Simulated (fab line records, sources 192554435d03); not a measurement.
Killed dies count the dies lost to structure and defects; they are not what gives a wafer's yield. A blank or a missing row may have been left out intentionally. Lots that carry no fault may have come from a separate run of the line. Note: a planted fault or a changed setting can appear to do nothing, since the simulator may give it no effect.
fab line records | flow n5Finfet
record lots=5 wafers=12 lastDay=17
route steps=1938 shown SD_EPI_P@328 SD_ACTIVATION@330 ILD0@335 SDB@347 DUMMY_REMOVAL@377 GATE_CUT@475 BEOL_M4@1111 PASSIVATION@1936
lots with no fault: from the same line, run without faults
startH: hours from the record's opening day to when the first of the lot's shown wafers began | waitH: hours from the lot's prior step to this one | " repeats the value in the row above | L1.1+2: a row that stands for several wafers | - no value present, or no start provided | * or withheld: withheld | < > ~ a bound
route shown NAME@n: NAME is a module with steps in the file, n the number in the route of the first one | usual: mean/standard deviation of fault-free wafers | same: alike in all rows | chamber/n: place in a boat | sites: the reading at each site | _std_site: the values' standard deviation | _edge_site: inner sites' mean taken away from outer sites' mean | radiusMm: how far each site lies from the wafer's centre | mask NAME#n: copy n | behind: the tool/chamber that last shaped the wafer | hold: cause of the lot's hold/its duration in hours/its outcome | device: transistor that didn't switch, given as n, p or np | end of line: tests run on the same wafers once the route is complete | where a step has no rows: the recipe by itself | killed: dies that structure and defects cost at the first sort, which is not the same as the wafer's yield | map: dies across one wafer; x = killed, . = not, _ = none there
set.NAME: the setting that was run; set.NAME@STEP: the one run at that earlier step | model.NAME: the simulator's own value behind a step, which no gauge read
a table for each step, a row for each wafer; lots at some steps of the route
services: a tool's chamber out of use, with start hour (startH, from the record's first day; less than 0 if before it), hours out, and reason
## steps
# step N5_SD_EPI_P_SRD_25
# recipe timeS=30 tempC=23 rinseLiquid=diw dry=ipaMarangoni
# step N5_SD_ACTIVATION_RTA_00
# recipe tempC=975 timeS=0 ambient=N2 idleTempC=600 rampUpCPerS=150 rampDownCPerS=60 coolToC=600
# step N5_SD_ACTIVATION_LSA_01
# recipe tempC=1080 timeS=0.0008 ambient=N2
# step N5_ILD0_LINER_00
# recipe material=SiNx targetThkA=40 tempC=400 aldPrecursorFamily=SiH2I2 aldCoReactant=N2/H2-plasma pulseTimeS=1 purgeTimeS=2 coReactantPurgeTimeS=2 aldCycles=80 pressureTorr=2
# step N5_ILD0_FCVD_FILL_01
# recipe material=SiO2_flowable targetThkA=2000 tempC=100 pressureTorr=0.8 rfW=2000 timeS=328.3
# step N5_ILD0_CURE_02
# recipe tempC=450 timeS=1800 ambient=steam idleTempC=400 rampUpCPerMin=5 rampDownCPerMin=3 densificationPH2oTorr=640
# step N5_ILD0_CMP_03
# recipe stopOn=SiNx tOverpolishS=1.9 postCmpClean=alkalineBrush downForcePsi=4.1491 platenRpm=51.796 padVelocityMS=1.0306 targetThkNm=197.38
# step N5_ILD0_CMP_07
# recipe stopOn=poly-Si material=SiO2_flowable tOverpolishS=1.18 postCmpClean=alkalineBrush downForcePsi=4.1491 platenRpm=51.796 padVelocityMS=1.0306 targetThkNm=138.88
# usual motorCurrentA=12.3/1.4
# columns lot.wafer tool chamber startH waitH motorCurrentA model.a-Si_of_DUMMY_GATE_CVD_03.thkNm
L229.3 cmp-02 3 81.82 0.1 13.2 68.4
L229.2 " 0 " " 11.8 68.6
L229.4 " 1 " " 12.9 67.8
L239.4 cmp-01 3 141.32 0.1 10.4 69
L239.2 " 0 " " 14.5 70
L239.1 " 2 " " 13.1 69.2
L241.4 cmp-02 2 155.14 0.3 11.4 69.8
L241.5 " 0 " " 12.0 69.2
L244.4 cmp-02 0 173.40 0.1 12.0 71.2
L244.6 " 3 " " 13.4 70.4
L247.3 cmp-02 0 187.90 0.1 12.4 68.4
L247.5 " 2 " " 11.4 70.2
# step N5_ILD0_PRECLEAN_10
# recipe chemistry=NF3:NH3 afsCycles=5 timeS=20 tempC=30 sublimationTempC=180 sublimationTimeS=60 pressureTorr=3 rfPowerW=30
# columns lot.wafer tool chamber startH waitH model.SiO2_flowable_of_ILD0_FCVD_FILL_01.thkNm
L229.2 remotePlasma-01 1 82.22 0.1 119.6
L229.3 " 1 " " 119
L229.4 " 1 " " 119.2
L239.1 remotePlasma-02 1 141.65 0.0 119.8
L239.2 " 1 " " 120.8
L239.4 " 1 " " 120.2
L241.4 remotePlasma-02 1 155.69 0.4 121.8
L241.5 " 1 " " 121.6
L244.4 remotePlasma-02 1 174.03 0.4 122.2
L244.6 " 1 " " 120
L247.3 remotePlasma-02 1 188.33 0.3 120.2
L247.5 " 1 " " 121.2
# step N5_ILD0_ALD_15
# recipe material=SiNx targetThkA=240 tempC=400 aldPrecursorFamily=SiH2I2 aldCoReactant=N2/H2-plasma pulseTimeS=1 aldCycles=480 purgeTimeS=2 coReactantPurgeTimeS=2 pressureTorr=2
# step N5_ILD0_CMP_12
# recipe stopOn=poly-Si material=SiNx tOverpolishS=6 postCmpClean=alkalineBrush downForcePsi=2.5 platenRpm=51.8 padVelocityMS=1.0307 targetThkNm=17.67
# step N5_SDB_HM_DEP_00
# recipe material=SiNx targetThkA=400 tempC=400 precursor=SiH4/NH3/N2 pressureTorr=1.5 rfW=300 timeS=35.3
# step N5_SDB_COAT_03
# recipe resist=SOC tempC=250 timeS=60 spinRpm=1500 resistThkNm=100
# step N5_SDB_COAT_04
# recipe resist=SiARC tempC=220 timeS=60 spinRpm=1500 resistThkNm=18
# step N5_SDB_COAT_05
# recipe resist=CAR-ArF spinRpm=1500 resistThkNm=90
# step N5_SDB_EBR_07
# recipe solvent=PGMEA ebrWidthMm=1.5
# step N5_SDB_SOFTBAKE_06
# recipe tempC=110 timeS=60 resist=CAR-ArF
# step N5_SDB_EXPOSE_08
# recipe maskId=SDB na=1.35 sourceShape=conventional sigmaOuter=0.5 polarization=unpolarized doseMj=49.6
# step N5_SDB_PEB_09
# recipe pebTempC=withheld pebTimeS=60 resist=CAR-ArF
# step N5_SDB_DEVELOP_10
# recipe developTimeS=30 developer=TMAH resist=CAR-ArF rinseLiquid=diw dry=airSpin devTempC=23
# step N5_SDB_DESCUM_16
# recipe chemistry=O2 timeS=7.9 sourcePowerW=50 biasPowerW=20 pressureMtorr=20 rfFrequencyHz=2.712e+07 tempC=40 resist=CAR-ArF o2FlowSccm=225
# step N5_SDB_ETCH_17
# recipe chemistry=CF4 target=SiARC targetDepthA=234 maskMaterial=CAR-ArF timeS=39 ionEnergyEv=80 pressureMtorr=40 sourceW=545 biasW=36 Ar_flow_sccm=100 cf4FlowSccm=100 ends=cleared
# step N5_SDB_ETCH_18
# recipe chemistry=N2/H2 target=SOC targetDepthA=1000 overetchA=200 maskMaterial=SiARC tempC=40 timeS=150 ionEnergyEv=200 pressureMtorr=30 sourceW=840 biasW=150 n2FlowSccm=200 h2FlowSccm=200
# step N5_SDB_STRIP_19
# recipe chemistry=N2/H2 tempC=40 n2FlowSccm=200 h2FlowSccm=200 rfFrequencyHz=6e+07
# step N5_SDB_STRIP_21
# recipe chemistry=CF4 resist=SiARC powerW=300 biasPowerW=75 pressureMtorr=50 cf4FlowSccm=150 rfFrequencyHz=6e+07
# step N5_SDB_HM_OPEN_20
# recipe chemistry=CH3F/O2 target=SiNx maskMaterial=SOC targetDepthA=240 stopOn=poly-Si overEtchFrac=0.4 ionEnergyEv=120 pressureMtorr=30 sourceW=395 biasW=73 Ar_flow_sccm=150 CH3F_flow_sccm=30 O2_flow_sccm=20
# step N5_SDB_STRIP_22
# recipe chemistry=N2/H2 powerW=1000 tempC=250 h2Frac=0.65 overashFraction=0.3 pressureMtorr=withheld n2FlowSccm=1750 h2FlowSccm=3250
# step N5_SDB_PRECLEAN_23
# recipe chemistry=dHF timeS=30 tempC=25 dilution=withheld
# step N5_SDB_DUMMY_REMOVE_24
# recipe chemistry=TMAH tempC=70 target=poly-Si stopOn=SiO2 targetDepthNm=142 concWtPct=5 timeS=57 dry=ipaMarangoni rinseTimeS=30 rinseTempC=23
# step N5_SDB_ETCH_25
# recipe chemistry=C4F6/O2 target=SiO2 targetDepthA=100 timeS=3.3 ionEnergyEv=250 maskMaterial=SiNx pressureMtorr=30 sourceW=345 biasW=185 Ar_flow_sccm=300 C4F6_flow_sccm=10 O2_flow_sccm=10
# step N5_SDB_CUT_ETCH_26
# recipe chemistry=HBr/Cl2/O2 target=Si targetDepthA=1296 btTimeS=20 maskMaterial=SiNx timeS=51.8 ionEnergyEv=* biasW=* pressureMtorr=10 icpW=800 HBr_flow_sccm=150 Cl2_flow_sccm=80 O2_flow_sccm=12
# step N5_DUMMY_REMOVAL_HM_STRIP_01
# recipe chemistry=CH3F/O2 material=SiNx targetDepthA=40 stopOn=poly-Si timeS=6.8 overEtchFrac=0.3 ionEnergyEv=60 powerW=410 biasW=29 Ar_flow_sccm=150 CH3F_flow_sccm=30 O2_flow_sccm=20
# usual O2_flow_sccm=20.00/0.065 drypumpMotorCurrentA=5.6/0.49 oesProductAu=0.63/0.064 rfVppV=127.5/0.99 showerheadPlenumPTorr=2.01/0.064 throttleValvePct=16.33/0.26
# columns lot.wafer tool chamber startH waitH O2_flow_sccm drypumpMotorCurrentA oesProductAu rfHoursCounterH rfVppV showerheadPlenumPTorr throttleValvePct model.a-Si_of_DUMMY_GATE_CVD_03.thkNm
L229.2 rieDiel-05 2 90.86 0.0 20.07 6.4 0.58 188 127.1 1.90 16.56 63.8
L229.3 " 3 " " 20.01 5.5 0.62 136 127.5 1.93 16.45 63.6
L229.4 " 1 " " 20.02 5.0 0.60 178 128.0 2.07 16.18 63.2
L239.1 rieDiel-05 1 149.45 0.0 20.03 5.0 0.59 196 128.5 2.07 16.24 64.6
L239.2 " 2 " " 19.93 6.3 0.57 207 127.0 1.90 16.61 65.2
L239.4 " 3 " " 20.02 5.5 0.61 155 127.3 1.92 16.47 64.2
L241.4 rieDiel-05 2 163.02 0.0 20.11 6.3 0.57 211 127.3 1.89 16.62 65
L241.5 " 3 " " 20.07 5.5 0.62 - 125.7 1.92 16.48 64.6
L244.4 rieDiel-05 0 182.23 0.0 19.93 6.5 0.55 233 127.9 1.98 16.73 66.6
L244.6 " 2 " " 19.98 6.3 0.56 - 124.8 1.89 16.61 65.8
L247.3 rieDiel-03 3 195.92 0.0 19.90 5.4 0.57 200 125.8 1.99 16.41 63.6
L247.5 " 2 " " 19.97 4.8 0.77 - 127.4 2.05 16.18 65.6
# step N5_GATE_CUT_CMP_02
# recipe stopOn=SiO2 tOverpolishS=12.7 postCmpClean=alkalineBrush downForcePsi=2.5 platenRpm=51.8 padVelocityMS=1.0307 targetThkNm=0
# usual motorCurrentA=9.0/0.86 overpolishRunS=12.700/0.0099 timeToEndpointS=26.2/1.8
# columns lot.wafer tool chamber startH waitH motorCurrentA overpolishRunS timeToEndpointS model.SiO2_flowable_of_ILD0_FCVD_FILL_01.thkNm
L229.2 cmp-02 0 103.97 0.3 8.8 12.702 24.0 115
L229.3 " 1 " " 10.1 12.691 25.3 114.4
L229.4 " 2 " " 8.0 12.695 24.9 114.6
L239.1 cmp-02 2 162.07 0.1 8.4 12.687 26.4 115.2
L239.4 " 3 " " 9.9 12.692 26.1 115.6
L239.2 " 0 " " 8.7 12.683 25.9 116.2
L241.4 cmp-04 3 175.53 0.0 8.3 12.701 24.1 117.2
L241.5 " 3 " " 8.6 12.711 25.7 116.8
L244.4 cmp-04 0 194.94 0.2 8.2 12.693 28.6 117.6
L244.6 " 1 " " 7.2 12.713 26.8 115.4
L247.3 cmp-02 2 208.25 0.1 8.3 12.702 21.2 115.6
L247.5 " 1 " " 9.9 12.704 25.3 116.6
# step N5_BEOL_M4_RC_MEAS_101
# usual DIBL_N=36.4/1.5 DIBL_P=36.6/1.9 IOFF_N=0.155/0.021 IOFF_P=0.211/0.028 ION_N=671/8.6 ION_P=462/5.8 SS_N=71.5/0.5 SS_P=73.4/0.58 VT_N=250.1/2.4 VT_P=-250.1/3
# columns lot.wafer tool chamber startH waitH DIBL_N[mV/V] DIBL_P[mV/V] IOFF_N[nA/um] IOFF_P[nA/um] ION_N[uA/um] ION_P[uA/um] SS_N[mV/dec] SS_P[mV/dec] VT_N[mV] VT_P[mV]
L229.2 prober-01 0 186.62 0.2 36.9 38.2 0.157 0.202 670 455 71.2 72.7 252.9 -250.5
L229.3 " 0 " " 37.0 38.2 0.161 0.208 674 460 71.4 72.5 252.0 -248.0
L229.4 " 0 " " 38.1 38.9 0.173 0.218 676 456 73.1 74.1 252.0 -251.1
L239.1 prober-01 0 244.20 0.0 36.8 35.1 0.138 0.189 666 460 71.4 72.8 250.7 -253.3
L239.2 " 0 " " 37.1 35.7 0.148 0.196 671 460 71.5 72.9 251.4 -253.0
L239.4 " 0 " " 36.1 34.0 0.129 0.175 666 456 70.4 72.6 252.9 -252.5
L241.4 prober-02 0 253.60 0.5 36.7 36.6 0.153 0.218 681 468 71.5 73.7 247.8 -251.6
L241.5 " 0 " " 36.9 36.5 0.154 0.214 664 458 72.1 73.5 247.7 -249.8
L244.4 prober-02 0 278.42 0.5 36.5 39.2 0.179 0.239 677 466 71.5 73.3 249.6 -249.1
L244.6 " 0 " " 35.2 37.0 0.158 0.206 676 462 71.6 73.3 249.0 -249.4
L247.3 prober-01 0 304.12 0.3 38.0 39.1 0.172 0.229 680 469 71.4 73.5 248.9 -248.7
L247.5 " 0 " " 39.2 40.8 0.197 0.266 677 465 71.9 74.4 247.6 -245.2
# step N5_PASSIVATION_PROBE_49
# usual defectLimitedYield=91.5/1.4 killed_at_M0_to_M3=33/10 killed_at_M4_up=13/5 killedAtContacts=13/5.6 killedAtFrontEnd=38/12 killedAtOther=3.9/2.7 killedDies=100/16 killedOpen=66/13 killedShort=32/7.2 sort_bin_5_function=5.0/0.97 sort_bin_6_memory=3.2/0.61 sortNPass=1080/16 sortYieldPct=91.5/1.4
# same grossDies=1180 killedAtBackSide=0 sort_bin_4_leakage[%]=0 sort_bin_8_speed[%]=0
# columns lot.wafer tool chamber startH waitH defectLimitedYield[%] killed_at_M0_to_M3 killed_at_M4_up killedAtContacts killedAtFrontEnd killedAtOther killedDies killedOpen killedShort sort_bin_5_function[%] sort_bin_6_memory[%] sortNPass sortYieldPct[%]
L239.1 prober-02 - 342.73 0.0 91.3 31 11 10 45 6 103 60 40 5.3 3.1 1077 91.3
L239.2 prober-02 - 342.78 0.1 89.1 31 9 16 68 5 129 92 35 7.0 3.6 1051 89.1
L239.4 prober-02 - 342.88 0.2 93.4 26 7 8 35 2 78 49 28 4.4 2.1 1102 93.4
L244.4 prober-01 - 382.95 0.2 92.5 28 22 7 26 6 89 57 31 4.2 3.0 1091 92.5
L247.3 prober-02 - 414.39 0.1 89.7 36 23 15 43 4 121 81 39 6.5 3.1 1059 89.7
L247.5 prober-02 - 414.49 0.2 91.5 25 17 13 41 4 100 63 36 4.5 3.4 1080 91.5
# killed by level:class
L239.1 BEOL_M0_SAQP:geometricParticle:open=12 FIN_SAQP:geometricParticle:short=11 MOL_CONTACT_COAG:geometricParticle:open=9 STI_FIN_REVEAL:geometricParticle:open=6 BEOL_M0_SAQP:geometricParticle:short=6 FIN_SAQP:geometricParticle:open=5 BEOL_M5:geometricParticle:open=4 DUMMY_GATE:geometricParticle:short=4
L239.2 STI_FIN_REVEAL:geometricParticle:open=25 MOL_CONTACT_COAG:geometricParticle:open=15 BEOL_M0_SAQP:geometricParticle:open=10 FIN_SAQP:geometricParticle:short=8 BEOL_M0_SAQP:geometricParticle:short=8 FIN_SAQP:geometricParticle:open=6 DUMMY_GATE:geometricParticle:open=6 STI_FIN_REVEAL:geometricParticle:short=5
L239.4 FIN_SAQP:geometricParticle:short=9 BEOL_M0_SAQP:geometricParticle:short=9 FIN_SAQP:geometricParticle:open=7 BEOL_M0_SAQP:geometricParticle:open=7 MOL_CONTACT_COAG:geometricParticle:open=6 STI_FIN_REVEAL:geometricParticle:open=5 BEOL_M3:geometricParticle:open=4 BEOL_M5:geometricParticle:open=4
L244.4 BEOL_M4:geometricParticle:open=10 FIN_SAQP:geometricParticle:open=9 BEOL_M0_SAQP:geometricParticle:short=7 FIN_SAQP:geometricParticle:short=6 BEOL_M5:geometricParticle:open=5 MOL_CONTACT_COAG:geometricParticle:open=5 BEOL_M0_SAQP:geometricParticle:open=5 BEOL_M1:geometricParticle:open=5
L247.3 MOL_CONTACT_COAG:geometricParticle:open=13 BEOL_M4:geometricParticle:open=13 STI_FIN_REVEAL:geometricParticle:open=10 FIN_SAQP:geometricParticle:open=9 FIN_SAQP:geometricParticle:short=9 BEOL_M0_SAQP:geometricParticle:short=9 BEOL_M0_SAQP:geometricParticle:open=5 BEOL_M1:geometricParticle:open=5
L247.5 MOL_CONTACT_COAG:geometricParticle:open=9 FIN_SAQP:geometricParticle:open=8 BEOL_M4:geometricParticle:open=8 FIN_SAQP:geometricParticle:short=6 GATE_CUT:geometricParticle:short=6 BEOL_M1:geometricParticle:open=6 BEOL_M3:geometricParticle:open=6 DUMMY_GATE:geometricParticle:open=5
## services
# columns tool chamber startH hours kind
cmp-04 - 59.52 4.0 pm
cmp-01 - 59.61 1.4 repair
cmp-04 - 63.52 - consumableReplace:conditioner
cmp-04 - 63.52 - consumableReplace:pad
rieDiel-03 1 71.18 4.8 repair
rieDiel-05 1 79.88 4.9 repair
cmp-04 - 103.67 1.1 repair
cmp-04 - 111.69 1.2 repair
cmp-01 - 113.35 4.6 pm
cmp-02 - 113.67 4.0 pm
cmp-02 - 117.67 - consumableReplace:conditioner
cmp-02 - 117.67 - consumableReplace:pad
cmp-02 - 118.87 0.6 repair
cmp-01 - 128.92 2.1 repair
rieDiel-03 - 130.92 0.7 repair
rieDiel-03 2 145.58 - clean
rieDiel-03 2 145.58 - consumableReplace:focusRing
rieDiel-03 2 145.58 13.5 scheduledDown
rieDiel-03 2 145.58 13.5 ventCycle
rieDiel-03 1 149.89 4.6 repair
cmp-01 - 153.57 2.0 repair
remotePlasma-01 - 183.65 1.1 repair
cmp-02 - 195.41 0.5 repair
## key
firstSign none at tools or gauges
modelEffect step=N5_ILD0_CMP_07 value=a-Si_of_DUMMY_GATE_CVD_03.thkNm without=68.65 struck=70.1
modelEffect step=N5_ILD0_PRECLEAN_10 value=SiO2_flowable_of_ILD0_FCVD_FILL_01.thkNm without=120.4 struck=121.7
modelEffect step=N5_DUMMY_REMOVAL_HM_STRIP_01 value=a-Si_of_DUMMY_GATE_CVD_03.thkNm without=63.87 struck=65.4
modelEffect step=N5_GATE_CUT_CMP_02 value=SiO2_flowable_of_ILD0_FCVD_FILL_01.thkNm without=115.7 struck=117.1
metAt N5_ILD0_CMP_07
struckWafers L241.4,L241.5,L244.4,L247.5
onsetBetween 81.82 155.14
fault kind=processParameterDrift tool=cmp-02 chamber=- onsetH=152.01 steps=N5_ILD0_CMP_07 channel=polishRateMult offset=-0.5 shape=step endH=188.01 scope=struckWafersOnly
